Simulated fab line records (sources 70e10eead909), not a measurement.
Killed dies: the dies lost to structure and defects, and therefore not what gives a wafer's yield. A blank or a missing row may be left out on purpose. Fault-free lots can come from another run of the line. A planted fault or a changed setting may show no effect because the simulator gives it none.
Comparing a struck lot with a sound one -- flow nand harc -- 14 out of 1159 route steps
Sound: wafers L863.1, L863.5, L863.6. Struck: wafer L864.6 (L864.2, L864.3, from the same lot, were not struck and are left out); the cause is given at the end.
For every step that has rows: the tool of each side, followed by ch and its chambers, followed by its first start. Under that, the readings that differ: sound wafers -- struck wafers -- difference of the means -- sigmas: that difference in standard deviations of wafers without a fault.
alike: same words and numbers on both sides, and readings whose means sit less than 2 such deviations apart. not compared: any withheld reading, any reading some wafer has no value for, any bound like >300 that may hide the same value, and any number with overlapping values for which the record gives no deviation.
Wherever a step has rows on one side only, a row that says differs or no value, or a row with sigmas, the two part there. Numbers that don't overlap but have no deviation are shown without sigmas and don't part them. Lack of a reading on every wafer of one side parts them only where that side has two or more wafers.

first, 10 steps without rows for these wafers: NHARC_A_STAIRCASE_SRD_174; NHARC_A_STAIRCASE_DEHYDRATE_01 (time 120 s); NHARC_A_STAIRCASE_HMDS_02 (time 30 s); NHARC_A_STAIRCASE_COAT_03; NHARC_A_STAIRCASE_SOFTBAKE_04 (time 170 s); NHARC_A_STAIRCASE_EBR_05; NHARC_A_STAIRCASE_EXPOSE_06 (exposes mask STAIR); NHARC_A_STAIRCASE_PEB_07 (peb time 130 s); NHARC_A_STAIRCASE_DEVELOP_08 (time 140 s); NHARC_A_STAIRCASE_HARDBAKE_10 (time 140 s).
NHARC_A_STAIRCASE_DESCUM_11: chemistry O2, time 3 s.
  sound on rie diel-12 ch 1,2, day 11 23:01; struck on rie diel-12 ch 2, day 12 14:26
  alike: chamber pressure mTorr, drypump motor current A, oes product au, rf vpp V, showerhead plenum p Torr, throttle valve pct
  not compared: rf hours counter h
NHARC_A_STAIRCASE_TRIM_12: chemistry O2, time 211.2 s.
  sound on rie diel-12 ch 0,1,2, day 11 23:08; struck on rie diel-12 ch 1, day 12 14:34
reading,sound,struck,difference,sigmas
run length s (s),233.3 231.7 232.6,306.9,+74.4,+99 or more
  alike: chamber pressure mTorr, drypump motor current A, oes product au, rf vpp V, showerhead plenum p Torr, throttle valve pct
  not compared: rf hours counter h
NHARC_A_STAIRCASE_ETCH_13: etches the open film in C4F8/O2, target depth 100 nm, time 40.5 s.
  sound: rie diel-12 ch 0,2; struck: rie diel-12 ch 3
  alike: chamber pressure mTorr, oes product au, rf vpp V
  not compared: rf hours counter h
-- the record jumps here: 12 days lie between the struck wafers' starts before and after (it left off in module A_STAIRCASE and takes up again in module END, whose first step shown is number 1159 of the route) --
NHARC_END_SORT_01:
  the record has rows for the struck wafers here (prober-02 ch 0, day 24 15:28) and none for the sound ones

WHERE THEY PART
Earliest at NHARC_A_STAIRCASE_TRIM_12; latest, in this record, at NHARC_END_SORT_01.

WHY: whatever the simulator had introduced
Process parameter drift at NHARC_A_STAIRCASE_TRIM_12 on rie diel-12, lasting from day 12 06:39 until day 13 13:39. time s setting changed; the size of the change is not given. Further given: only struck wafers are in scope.
